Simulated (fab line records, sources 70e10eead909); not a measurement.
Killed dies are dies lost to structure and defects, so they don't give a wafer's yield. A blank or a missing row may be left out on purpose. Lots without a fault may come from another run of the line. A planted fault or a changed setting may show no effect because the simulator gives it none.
A struck lot beside a sound one | flow nand_harc | 18 steps out of a route of 1159
Sound: wafers L314.1, L314.2, L314.6. Struck: wafers L319.2, L319.3, L319.4. The cause comes at the end.
At each step with rows: each side's tool, then ch and its chambers, then its first start. Under that, the readings that differ: sound wafers | struck wafers | difference of the means | sigmas: that difference in standard deviations of wafers without a fault.
alike: readings whose means differ by less than 2 such deviations, and words and numbers that are the same on both sides. not compared: withheld readings, readings that some wafer has no value for, bounds like >300 that may hide the same value, and numbers for which the record gives no deviation and whose values overlap.
The two part at a step that has a row with sigmas, a row that says differs or no value, or rows on one side only. Numbers that don't overlap but have no deviation are shown without sigmas and don't part them. A reading that every wafer of one side lacks parts them only if that side has two wafers or more.

first, 2 steps without rows for these wafers: NHARC_P_STI_SRD_39; NHARC_P_STI_OXIDE_40 (material SiO2, target thk 10 nm, ox time 1362 s).
NHARC_P_STI_INSPECT_25:
  sound on defect_inspect-02, day 4 08:43; struck on defect_inspect-01, day 5 02:07
  alike: raw_defect_count
then, 9 steps without rows for these wafers: NHARC_P_GATE_ETCH_69 (etches SiO2 in dHF, target depth 14 nm); NHARC_P_GATE_PRECLEAN_70 (cleans in SC1); NHARC_P_GATE_SRD_01; NHARC_P_GATE_OXIDE_02 (material SiO2, target thk 37.5 nm, ox time 365 s); NHARC_P_GATE_DEHYDRATE_03 (time 120 s); NHARC_P_GATE_HMDS_04 (time 30 s); NHARC_P_GATE_COAT_05; NHARC_P_GATE_SOFTBAKE_06 (time 95 s); NHARC_P_GATE_EBR_07.
NHARC_P_GATE_EXPOSE_08: exposes mask P HV.
  sound on krf_scanner-03 ch 0, day 4 16:44; struck on krf_scanner-03 ch 0, day 5 10:14
  reading              | sound                | struck                  | difference | sigmas
  mask                 | P_HV#0 P_HV#0 P_HV#0 | P_PSD#0 P_PSD#0 P_PSD#0 | differs    |
  focus_offset_nm (nm) | 1.3 0.2 -0.2         | -0.1 -1.3 -0.9          | -1.2       | -2
then, 2 steps without rows for these wafers: NHARC_P_GATE_PEB_09 (peb time 85 s); NHARC_P_GATE_DEVELOP_10 (time 70 s).
NHARC_P_GATE_CD_MEAS_11: target cd 1640 nm.
  sound on cd_sem-03 ch 0, day 4 16:53; struck on cd_sem-02 ch 0, day 5 10:24
  reading    | sound                | struck | difference                    | sigmas
  cd_nm (nm) | 1640.6 1639.3 1640.1 | - - -  | no value on the struck wafers |
then, 1 step without rows for these wafers: NHARC_P_GATE_HARDBAKE_12 (time 80 s).
-- the record jumps here: 15 days lie between the struck wafers' starts before and after (it left off in module P_GATE and takes up again in module END, whose first step shown is number 1159 of the route) --
NHARC_END_SORT_01:
  the record has rows for the struck wafers here (prober-02 ch 0, day 20 10:19) and none for the sound ones

WHERE THEY PART
First at NHARC_P_GATE_EXPOSE_08; last, within this record, at NHARC_END_SORT_01.

WHY: what the simulator had put in
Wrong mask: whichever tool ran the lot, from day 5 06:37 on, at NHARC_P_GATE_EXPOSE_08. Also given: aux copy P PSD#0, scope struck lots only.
